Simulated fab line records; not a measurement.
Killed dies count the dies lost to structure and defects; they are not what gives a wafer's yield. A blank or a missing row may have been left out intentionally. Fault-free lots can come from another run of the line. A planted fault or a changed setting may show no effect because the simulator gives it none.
A single fault, viewed from 3 desks + flow n5 finfet + every desk sees just its own numbers, and what lay behind them comes last

== AT THE METROLOGY DESK ==
Lot by lot, what the gauges showed, no matter which tool ran the lot: averages of those sampled wafers that carry a number. If a lot's mean is further than 4 standard deviations from the usual mean, the lot is out of limits and carries the mark OUT (the distance appears in the brackets). 7 of its 10 readings are shown, namely those furthest out on some lot.
Columns: A = DIBL_N at N5_BEOL_M4_RC_MEAS_101, usual 36.0 mV/V; B = DIBL_P at N5_BEOL_M4_RC_MEAS_101, usual 35.8 mV/V; C = IOFF_P at N5_BEOL_M4_RC_MEAS_101, usual 0.20 nA/um; D = ION_P at N5_BEOL_M4_RC_MEAS_101, usual 460 uA/um; E = SS_N at N5_BEOL_M4_RC_MEAS_101, usual 71.5 mV/dec; F = SS_P at N5_BEOL_M4_RC_MEAS_101, usual 73.2 mV/dec; G = VT_P at N5_BEOL_M4_RC_MEAS_101, usual -251 mV
| lot  | first seen here | A    | B    | C    | D   | E    | F    | G    |
|------|-----------------|------|------|------|-----|------|------|------|
| L570 | day 8 09:44     | 37.6 | 37.3 | 0.24 | 461 | 71.9 | 73.3 | -247 |
| L567 | day 8 10:06     | 36.6 | 36.9 | 0.23 | 467 | 71.4 | 73.3 | -247 |
| L569 | day 8 12:48     | 35.6 | 34.0 | 0.16 | 451 | 72.1 | 72.5 | -253 |
| L573 | day 9 08:45     | 36.6 | 37.9 | 0.22 | 454 | 71.6 | 73.7 | -251 |
| L572 | day 9 08:49     | 34.3 | 35.2 | 0.17 | 457 | 71.4 | 73.0 | -255 |
| L577 | day 10 21:30    | 36.2 | 35.6 | 0.22 | 465 | 71.5 | 73.0 | -247 |
| L580 | day 11 15:01    | 35.5 | 35.3 | 0.19 | 461 | 70.8 | 72.9 | -251 |
| L584 | day 12 18:06    | 35.6 | 34.2 | 0.21 | 454 | 71.7 | 72.4 | -248 |
| L588 | day 13 10:17    | 36.4 | 37.0 | 0.20 | 460 | 71.5 | 74.2 | -252 |
Finding of this desk: none of the 9 lots has anything out of limits.

== AT THE TOOL OWNER'S DESK: litho track-03 ==
The tool's own readings at N5_SD_EPI_N_COAT_32 (time 60 s, resist thk 350 nm): means of the sampled wafers that have a number, for each lot that ran on this tool. If a lot's mean is further than 4 standard deviations from the usual mean, the lot is out of limits and carries the mark OUT (the distance appears in the brackets).
Columns: A = dispense pressure kPa at N5_SD_EPI_N_COAT_32, usual 50.7 kPa; B = exhaust pa at N5_SD_EPI_N_COAT_32, usual 44.9 Pa; C = heater power total W at N5_SD_EPI_N_COAT_32, usual 500.2 W; D = run length s at N5_SD_EPI_N_COAT_32, usual 66.08 s
| lot  | first seen here | A    | B    | C               | D               |
|------|-----------------|------|------|-----------------|-----------------|
| L567 | day 3 00:43     | 49.9 | 44.6 | 502.4           | 66.24           |
| L570 | day 3 17:48     | 49.9 | 44.6 | 501.5           | 66.11           |
| L580 | day 6 07:04     | 50.0 | 45.9 | 500.3           | 66.20           |
| L584 | day 7 07:23     | 50.0 | 44.5 | 555.5 (+31) OUT | 57.33 (-42) OUT |
| L588 | day 8 08:28     | 49.9 | 45.8 | 558.1 (+32) OUT | 57.37 (-41) OUT |
This desk's finding: out of limits on L584, L588; first on L584, day 7 07:23 (heater power total W at N5_SD_EPI_N_COAT_32). In limits: L567, L570, L580.

== THE DEFECT DESK ==
For each lot, the counts of the inspections along the route, averaged over the sampled wafers that have a number. If a lot's mean is further than 4 standard deviations from the usual mean, the lot is out of limits and carries the mark OUT (the distance appears in the brackets).
Columns: A = raw defect count at N5_SD_EPI_N_INSPECT_11, usual 1.9
| lot  | first seen here | A   |
|------|-----------------|-----|
| L567 | day 3 01:09     | 2.3 |
| L569 | day 3 16:05     | 1.0 |
| L570 | day 3 18:13     | 2.0 |
| L572 | day 4 07:43     | 2.0 |
| L573 | day 4 15:34     | 2.3 |
| L577 | day 5 18:31     | 1.3 |
| L580 | day 6 08:21     | 1.3 |
| L584 | day 7 07:49     | 3.5 |
| L588 | day 8 08:53     | 3.0 |
Finding of this desk: none of the 9 lots has anything out of limits.

== BROUGHT TOGETHER ==
At day 7 07:23, on L584, L588, the tool owner's desk was in a position to raise an alarm.
At the metrology desk, nothing out of limits was observed.
Nothing the defect desk looked at was out of limits.
The metrology desk has L584, L588 on record, within its limits.
The defect desk has L584, L588 on record, within its limits.
N5_SD_EPI_N_COAT_32 was run on litho track-03 by each of the lots named.

== WHAT WAS PUT IN BY THE SIMULATOR ==
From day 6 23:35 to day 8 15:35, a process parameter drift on litho track-03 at N5_SD_EPI_N_COAT_32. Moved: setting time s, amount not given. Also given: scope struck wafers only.
Shown lots that were struck: L584, L588.
How many hours passed from the start of the fault until each desk's first out-of-limits reading: the tool owner's desk, 8.
